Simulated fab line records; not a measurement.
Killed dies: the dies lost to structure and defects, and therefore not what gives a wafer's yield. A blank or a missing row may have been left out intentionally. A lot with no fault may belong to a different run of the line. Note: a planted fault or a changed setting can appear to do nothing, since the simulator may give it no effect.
Which tool did it? :: flow nand-harc :: 11 lots with 33 wafers sampled at 5 steps, on a route of 1159 steps

WHAT THE GAUGES SHOWED, per wafer
NHARC_P_M2_THK_MEAS_24: measures by xrf.
lot: L265
measured: day 6 10:19
on: film-metro-02
thk-nm (nm): 145.3 143.6 144.9

lot: L267
measured: day 6 22:38
on: film-metro-02
thk-nm (nm): 144.0 142.9 144.9

lot: L270
measured: day 7 09:45
on: film-metro-02
thk-nm (nm): 145.9 143.5 145.0

lot: L271
measured: day 7 17:26
on: film-metro-01
thk-nm (nm): 142.6 142.3 145.8

lot: L274
measured: day 8 08:19
on: film-metro-01
thk-nm (nm): 141.8 143.8 145.9

lot: L275
measured: day 8 22:59
on: film-metro-02
thk-nm (nm): 28.0 29.5 28.8

lot: L276
measured: day 8 23:59
on: film-metro-02
thk-nm (nm): 29.1 28.7 31.7

lot: L279
measured: day 9 19:46
on: film-metro-02
thk-nm (nm): 146.3 144.3 145.7

lot: L281
measured: day 10 00:50
on: film-metro-02
thk-nm (nm): 143.5 144.0 143.7

lot: L283
measured: day 10 10:40
on: film-metro-01
thk-nm (nm): 144.0 144.5 144.0

lot: L286
measured: day 11 10:29
on: film-metro-01
thk-nm (nm): 142.5 142.8 141.6

EACH LOT AND THE TOOL THAT RAN IT (in order: tool; ch and the chambers of the sampled wafers; start)
lot: L265
NHARC_P_M1_PRE_CLEAN_32: pecvd-03 ch 1,2, day 6 06:23
NHARC_P_M2_ECD_22: ecd-cu-02 ch 0,1, day 6 09:22
NHARC_P_M2_ANNEAL_31: rtp-anneal-01 ch 0, day 6 09:45
NHARC_P_M2_CMP_23: cmp-04 ch 1,2,3, day 6 09:59

lot: L267
NHARC_P_M1_PRE_CLEAN_32: pecvd-01 ch 0,1,2, day 6 18:39
NHARC_P_M2_ECD_22: ecd-cu-01 ch 0,1, day 6 21:40
NHARC_P_M2_ANNEAL_31: rtp-anneal-01 ch 0, day 6 22:02
NHARC_P_M2_CMP_23: cmp-02 ch 0,1, day 6 22:22

lot: L270
NHARC_P_M1_PRE_CLEAN_32: pecvd-03 ch 1,2, day 7 05:41
NHARC_P_M2_ECD_22: ecd-cu-01 ch 0,1, day 7 08:43
NHARC_P_M2_ANNEAL_31: rtp-anneal-02 ch 0, day 7 09:05
NHARC_P_M2_CMP_23: cmp-04 ch 0,1, day 7 09:26

lot: L271
NHARC_P_M1_PRE_CLEAN_32: pecvd-04 ch 0,2, day 7 12:57
NHARC_P_M2_ECD_22: ecd-cu-02 ch 0,1, day 7 16:30
NHARC_P_M2_ANNEAL_31: rtp-anneal-01 ch 0, day 7 16:53
NHARC_P_M2_CMP_23: cmp-02 ch 0,1,3, day 7 17:09

lot: L274
NHARC_P_M1_PRE_CLEAN_32: pecvd-03 ch 0,1,2, day 8 04:18
NHARC_P_M2_ECD_22: ecd-cu-01 ch 0,1, day 8 07:17
NHARC_P_M2_ANNEAL_31: rtp-anneal-01 ch 0, day 8 07:43
NHARC_P_M2_CMP_23: cmp-03 ch 1,2,3, day 8 08:02

lot: L275
NHARC_P_M1_PRE_CLEAN_32: pecvd-01 ch 0,1, day 8 19:01
NHARC_P_M2_ECD_22: ecd-cu-02 ch 0,1, day 8 21:58
NHARC_P_M2_ANNEAL_31: rtp-anneal-01 ch 0, day 8 22:20
NHARC_P_M2_CMP_23: cmp-02 ch 0,2,3, day 8 22:43

lot: L276
NHARC_P_M1_PRE_CLEAN_32: pecvd-03 ch 0,1, day 8 20:00
NHARC_P_M2_ECD_22: ecd-cu-02 ch 0,1, day 8 22:55
NHARC_P_M2_ANNEAL_31: rtp-anneal-01 ch 0, day 8 23:19
NHARC_P_M2_CMP_23: cmp-03 ch 0,1,2, day 8 23:40

lot: L279
NHARC_P_M1_PRE_CLEAN_32: pecvd-03 ch 0,1, day 9 15:40
NHARC_P_M2_ECD_22: ecd-cu-02 ch 0,1, day 9 18:47
NHARC_P_M2_ANNEAL_31: rtp-anneal-01 ch 0, day 9 19:09
NHARC_P_M2_CMP_23: cmp-03 ch 0,2,3, day 9 19:30

lot: L281
NHARC_P_M1_PRE_CLEAN_32: pecvd-01 ch 1,2, day 9 20:37
NHARC_P_M2_ECD_22: ecd-cu-02 ch 0,1, day 9 23:38
NHARC_P_M2_ANNEAL_31: rtp-anneal-01 ch 0, day 10 00:10
NHARC_P_M2_CMP_23: cmp-03 ch 0,1, day 10 00:32

lot: L283
NHARC_P_M1_PRE_CLEAN_32: pecvd-01 ch 0,1,2, day 10 06:41
NHARC_P_M2_ECD_22: ecd-cu-02 ch 0,1, day 10 09:41
NHARC_P_M2_ANNEAL_31: rtp-anneal-02 ch 0, day 10 10:04
NHARC_P_M2_CMP_23: cmp-03 ch 1,2,3, day 10 10:22

lot: L286
NHARC_P_M1_PRE_CLEAN_32: pecvd-03 ch 0,1,2, day 11 06:34
NHARC_P_M2_ECD_22: ecd-cu-01 ch 0,1, day 11 09:28
NHARC_P_M2_ANNEAL_31: rtp-anneal-02 ch 0, day 11 09:50
NHARC_P_M2_CMP_23: cmp-03 ch 0,1,3, day 11 10:10
- NHARC_P_M1_PRE_CLEAN_32: time 12 s.
- NHARC_P_M2_ECD_22: material Cu, target thk 400 nm.
- NHARC_P_M2_ANNEAL_31: time 90 s.
- NHARC_P_M2_CMP_23: polishes, t overpolish 20 s, target thk 144.3 nm.

THE ANSWER, worked out from the rows above alone
Rule: the lots themselves supply what counts as usual. The widest of any qualifying gaps counts: lots, ordered by their means at a reading, are off when they make up no more than a third of the lots, leave a main group of 4 or more, and stand apart from it by 3 or more times the standard deviation of that group's means. A main group whose means are all the same, to the digits that the tables above print for the reading, isn't used. Also off: a lot with no number at a reading for which 4 or more lots have one. Where the step has rows for the other lots, those lots are counted as sound.
Off, at NHARC_P_M2_THK_MEAS_24 on thk-nm: L275, L276. The main group has a mean of 144.0 nm with a standard deviation of 0.83.
If a tool, at a process step before that reading, ran all the lots that are off and no sound lot after the first of them, it fits. Gauges at NHARC_P_M2_THK_MEAS_24: tried the same way as those tools. None of those tried fits.

WHAT WAS PUT IN BY THE SIMULATOR
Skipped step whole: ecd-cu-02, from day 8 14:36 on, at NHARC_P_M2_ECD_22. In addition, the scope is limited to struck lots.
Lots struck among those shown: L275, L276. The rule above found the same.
